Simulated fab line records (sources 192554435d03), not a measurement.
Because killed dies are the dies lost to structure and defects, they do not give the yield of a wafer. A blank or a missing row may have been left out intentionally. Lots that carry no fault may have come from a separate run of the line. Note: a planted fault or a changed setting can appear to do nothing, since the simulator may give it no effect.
Split-lot study | flow n5 finfet | 7 lots, 36 wafers read, on a route of 1938 steps

== ABOUT THE SPLIT ==
At N5_BEOL_M0_SAQP_SPACER2_ALD_26 (deposits SiO2, target thk 15 nm, pulse time 1 s, purge time 2 s), the setting target thk a was moved away from the recipe's 150 angstrom on 11 of the 36 wafers read, by -51.7% to -31.6%. All remaining wafers had this setting at the recipe value.

== FROM THE SPLIT TO THE READING: what the file shows between them, 2 steps ==
- N5_BEOL_M0_SAQP_SPACER2_ETCHBACK_27: etches SiO2 in CHF3/O2, target depth 22.5 nm, time 11.25 s
- N5_BEOL_M0_SAQP_MANDREL2_REMOVE_110: chemistry HBr/Cl2/O2, target a-Si, stops on SiCN, bt time 10 s

== THE READING ==
Shown in nm: cd nm at N5_BEOL_M0_SAQP_CD_MEAS_29, with target cd 14.4 nm. Typical for fault-free wafers on this fab line: 14.96 nm, with standard deviation 0.25 nm.

wafer  | tool, chamber at the split | target thk a as run, angstrom | against the recipe | cd nm, nm | against lot-mates on the recipe
L074.1 | ald sin-04, 1,3            | 72.45                         | -51.7%             | 7.02      | -7.86
L074.2 | ald sin-04, 3,0,0          | 150                           | recipe             | 15.31     | -
L074.3 | ald sin-04, 3,0,0          | 150                           | recipe             | 14.67     | -
L074.4 | ald sin-04, 2              | 72.45                         | -51.7%             | 7.55      | -7.33
L074.5 | ald sin-04, 1,3            | 72.45                         | -51.7%             | 7.16      | -7.72
L074.6 | ald sin-04, 3,0,0          | 150                           | recipe             | 14.65     | -
L079.1 | ald sin-04, 3,0,1          | 150                           | recipe             | 14.58     | -
L079.2 | ald sin-04, 3,0,1          | 150                           | recipe             | 14.60     | -
L079.4 | ald sin-04, 3,0,1          | 150                           | recipe             | 14.89     | -
L082.2 | ald sin-01, 3,0,2          | 79.16                         | -47.2%             | 8.01      | -7.02
L082.3 | ald sin-01, 3,0,2          | 79.16                         | -47.2%             | 7.95      | -7.08
L082.6 | ald sin-01, 1,0,3          | 150                           | recipe             | 15.03     | -
L085.1 | ald sin-04, 2,1            | 150                           | recipe             | 14.89     | -
L085.2 | ald sin-04, 2,1            | 150                           | recipe             | 15.08     | -
L085.3 | ald sin-04, 3              | 150                           | recipe             | 15.31     | -
L085.4 | ald sin-04, 0,1,2          | 102.6                         | -31.6%             | 10.52     | -4.57
L085.5 | ald sin-04, 0,1,2          | 102.6                         | -31.6%             | 10.30     | -4.79
L085.6 | ald sin-04, 0,1,2          | 102.6                         | -31.6%             | 10.50     | -4.59
L087.1 | ald sin-03, 1,0,2,3,1,0    | 150                           | recipe             | 15.28     | -
L087.2 | ald sin-03, 1,0,2,3,1,0    | 150                           | recipe             | 14.89     | -
L087.3 | ald sin-03, 1,0,2,3,1,0    | 150                           | recipe             | 14.76     | -
L087.4 | ald sin-03, 1,0,2,3,1,0    | 150                           | recipe             | 14.74     | -
L087.5 | ald sin-03, 1,0,2,3,1,0    | 150                           | recipe             | 14.56     | -
L087.6 | ald sin-03, 1,0,2,3,1,0    | 150                           | recipe             | 15.33     | -
L096.1 | ald sin-04, 3              | 150                           | recipe             | 14.88     | -
L096.2 | ald sin-04, 1,0,1          | 99.07                         | -34.0%             | 9.63      | -5.31
L096.3 | ald sin-04, 2              | 150                           | recipe             | 14.96     | -
L096.4 | ald sin-04, 1,0,1          | 99.07                         | -34.0%             | 9.62      | -5.32
L096.5 | ald sin-04, 2              | 150                           | recipe             | 14.99     | -
L096.6 | ald sin-04, 1,0,1          | 99.07                         | -34.0%             | 9.83      | -5.11
L097.1 | ald sin-01, 2,1,3,3        | 150                           | recipe             | 15.14     | -
L097.2 | ald sin-01, 2,1,3,3        | 150                           | recipe             | 15.06     | -
L097.3 | ald sin-01, 2,1,3,3        | 150                           | recipe             | 15.15     | -
L097.4 | ald sin-01, 0,2            | 150                           | recipe             | 14.87     | -
L097.5 | ald sin-01, 0,2            | 150                           | recipe             | 14.86     | -
L097.6 | ald sin-01, 2,1,3,3        | 150                           | recipe             | 15.11     | -
Where a row lists several chambers, the file gives one row for several wafers and doesn't say which wafer went through which chamber.

FIT RESULTS
A straight line over all 36 wafers: cd nm changes by +0.149 nm for each +1% of target thk a; r = +1.00; the points scatter about the line by 0.23 nm.
The same after taking each lot's own level away (the mean of its wafers on the recipe; 36 wafers): +0.149 nm for each +1%; r = +1.00; scatter 0.2 nm.
On that fit, the largest move of target thk a shifts the reading by 7.7 nm.
From 14.690 to 15.093 nm: that is the span of the lots' own levels, equal to 1.6 times the standard deviation above.
So the lot-to-lot level changes the slope little: the two slopes agree.
Check: with one of the wafers moved furthest among these (-51.7%) left out of the fit, the line predicts -7.69 nm for it against its lot-mates. It came out at -7.86 nm against them.

== FURTHER SPLITS ON THESE WAFERS ==
Other splits were also applied to these wafers ahead of the reading. Each is held against what the fit with the lots' levels taken away leaves over:
other split on the same wafers              | wafers away from the commonest value | r with cd nm (lot level and that fit taken away)
N5_FIN_SAQP_HM_DEP_03 time s                | 13                                   | -0.10
N5_DUMMY_GATE_HM_DEP_06 target thk a        | 27                                   | +0.00
N5_HKMG_FIN_CVD_62 time s                   | 6                                    | -0.03
N5_MOL_CONTACT_COAG_ETCH_106 target depth a | 12                                   | +0.11

== THE WHOLE CHAIN: every reading that the file lists as answering this split, in the file's order ==
step                                | what it does                                                            | reading                                                                                     | change (the file's fit)                | r (the file's)
N5_BEOL_M0_SAQP_SPACER2_ALD_26      | deposits SiO2, target thk 15 nm, pulse time 1 s, purge time 2 s         | SiO2_of_BEOL_M0_SAQP_SPACER2_ALD_26.thk nm (the simulator's own value, which no gauge read) | +0.152 nm for each +1% of the setting  | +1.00
N5_BEOL_M0_SAQP_MANDREL2_REMOVE_110 | chemistry HBr/Cl2/O2, target a-Si, stops on SiCN, bt time 10 s          | BEOL_M0_SAQP.cd nm (the simulator's own value, which no gauge read)                         | +0.149 nm for each +1% of the setting  | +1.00
N5_BEOL_M0_SAQP_CD_MEAS_29          | target cd 14.4 nm                                                       | cd nm                                                                                       | +0.149 nm for each +1% of the setting  | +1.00
N5_BEOL_M0_CUTY_ETCH_63             | etches SOC in N2/H2, target depth 82.7 nm, overetch 16.5 nm, time 124 s | SiO2_of_BEOL_M0_SAQP_SPACER2_ALD_26.thk nm (the simulator's own value, which no gauge read) | +0.121 nm for each +1% of the setting  | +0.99
N5_BEOL_M0_ETCH_138                 | etches SiCN in CH3F/O2, target depth 12 nm, time 31.6 s                 | SiO2_of_BEOL_M0_SAQP_SPACER2_ALD_26.thk nm (the simulator's own value, which no gauge read) | +0.0993 nm for each +1% of the setting | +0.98
N5_BEOL_M0_HM_OPEN_105              | chemistry Cl2/BCl3, target TiN, target depth 12 nm                      | SiO2_of_BEOL_M0_SAQP_SPACER2_ALD_26.thk nm (the simulator's own value, which no gauge read) | +0.0542 nm for each +1% of the setting | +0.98

== FILE'S OWN FIT ==
cd nm changes by +0.149 nm for each +1% of target thk a, r = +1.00.
